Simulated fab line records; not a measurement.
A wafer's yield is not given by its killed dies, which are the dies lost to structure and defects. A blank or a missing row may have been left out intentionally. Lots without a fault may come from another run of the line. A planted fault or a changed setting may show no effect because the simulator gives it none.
Matching of chambers :: flow n5Finfet :: 4 sister chambers for N5_BEOL_M8_CMP_52 on cmp-04
The step polishes, stops on SiCOH lowk, t overpolish 6.9 s, target thk 80 nm. 4 wafers are shown with their chamber, then 7 later ones without.

WAFERS, EACH WITH ITS CHAMBER
wafer: L078.3
chamber: 2
motorCurrentA (A): 5.5

wafer: L082.4
chamber: 3
motorCurrentA (A): 6.4

wafer: L084.1
chamber: 1
motorCurrentA (A): 6.0

wafer: L084.2
chamber: 0
motorCurrentA (A): 6.4

WAFERS WHOSE CHAMBER IS MISSING
wafer: L084.5
motorCurrentA (A): 5.6

wafer: L092.2
motorCurrentA (A): 6.1

wafer: L092.3
motorCurrentA (A): 6.0

wafer: L092.5
motorCurrentA (A): 6.5

wafer: L096.3
motorCurrentA (A): 5.8

wafer: L096.5
motorCurrentA (A): 6.4

wafer: L096.6
motorCurrentA (A): 6.1

EACH ONE'S CHAMBER
wafer: L084.5
from the rows above: 2
in truth: 2

wafer: L092.2
from the rows above: can't be placed: 1 or 0 or 3
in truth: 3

wafer: L092.3
from the rows above: 1
in truth: 1

wafer: L092.5
from the rows above: can't be placed: 0 or 3
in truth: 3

wafer: L096.3
from the rows above: can't be placed: 1 or 2
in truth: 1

wafer: L096.5
from the rows above: can't be placed: 0 or 3
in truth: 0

wafer: L096.6
from the rows above: can't be placed: 1 or 0 or 3
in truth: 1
Correctly placed: 2 of 7. Not placeable from these rows: 5 (in 5, the candidates include the true chamber). 0 placed wrongly.
How it was worked out, from the rows above alone: a wafer's distance from a chamber is the root of the sum, over the readings, of the square of ((its reading less the chamber's mean) divided by the reading's scatter). The wafer belongs to the nearest chamber; if the next one is less than 2 further off, it can't be placed. Each chamber's mean is taken over the wafers shown for it. The scatter (one wafer shown for each chamber): square how far every hidden wafer sits from the nearest shown wafer, average those squares and take the square root.
